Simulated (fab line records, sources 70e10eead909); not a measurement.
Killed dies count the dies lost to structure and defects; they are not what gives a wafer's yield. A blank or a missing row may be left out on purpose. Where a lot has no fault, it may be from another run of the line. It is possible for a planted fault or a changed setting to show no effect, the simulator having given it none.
Chamber matching / flow nand-harc / NHARC_A_STAIRCASE_DESCUM_168 on rie-diel-04 has 4 sister chambers
The step chemistry O2, time 3 s. 4 wafers are shown with their chamber, then 11 later ones without.

== WAFERS, EACH WITH ITS CHAMBER ==
wafer=L080.2; chamber=1; drypump-motor-current-A (A)=5.49
wafer=L084.1; chamber=2; drypump-motor-current-A (A)=5.62
wafer=L084.4; chamber=0; drypump-motor-current-A (A)=5.74
wafer=L085.1; chamber=3; drypump-motor-current-A (A)=5.96

== WAFERS WITH NO CHAMBER GIVEN ==
wafer=L085.2; drypump-motor-current-A (A)=5.47
wafer=L085.3; drypump-motor-current-A (A)=5.72
wafer=L089.3; drypump-motor-current-A (A)=5.68
wafer=L089.5; drypump-motor-current-A (A)=5.68
wafer=L089.6; drypump-motor-current-A (A)=5.47
wafer=L090.2; drypump-motor-current-A (A)=5.73
wafer=L090.3; drypump-motor-current-A (A)=5.96
wafer=L090.6; drypump-motor-current-A (A)=5.72
wafer=L090.1; drypump-motor-current-A (A)=5.62
wafer=L090.4; drypump-motor-current-A (A)=5.48
wafer=L090.5; drypump-motor-current-A (A)=5.97

== EACH ONE'S CHAMBER ==
wafer=L085.2; from the rows above=1; in truth=1
wafer=L085.3; from the rows above=0; in truth=0
wafer=L089.3; from the rows above=can't be placed: 2 or 0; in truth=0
wafer=L089.5; from the rows above=can't be placed: 2 or 0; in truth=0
wafer=L089.6; from the rows above=1; in truth=1
wafer=L090.2; from the rows above=0; in truth=0
wafer=L090.3; from the rows above=3; in truth=3
wafer=L090.6; from the rows above=0; in truth=0
wafer=L090.1; from the rows above=2; in truth=2
wafer=L090.4; from the rows above=1; in truth=1
wafer=L090.5; from the rows above=3; in truth=3
Correct placement for 9 of the 11. From these rows, 2 cannot be placed; in 2 the true chamber is one of the candidates. Placed wrongly: 0.
How it was worked out, from the rows above alone: a wafer's distance from a chamber is the root of the sum, over the readings, of the square of ((its reading less the chamber's mean) divided by the reading's scatter). The wafer belongs to the nearest chamber; if the next one is less than 2 further off, it can't be placed. Each chamber's mean is taken over the wafers shown for it. The scatter: with one shown wafer a chamber, the root of the mean of the squares of how far each hidden wafer lies from its nearest shown one.
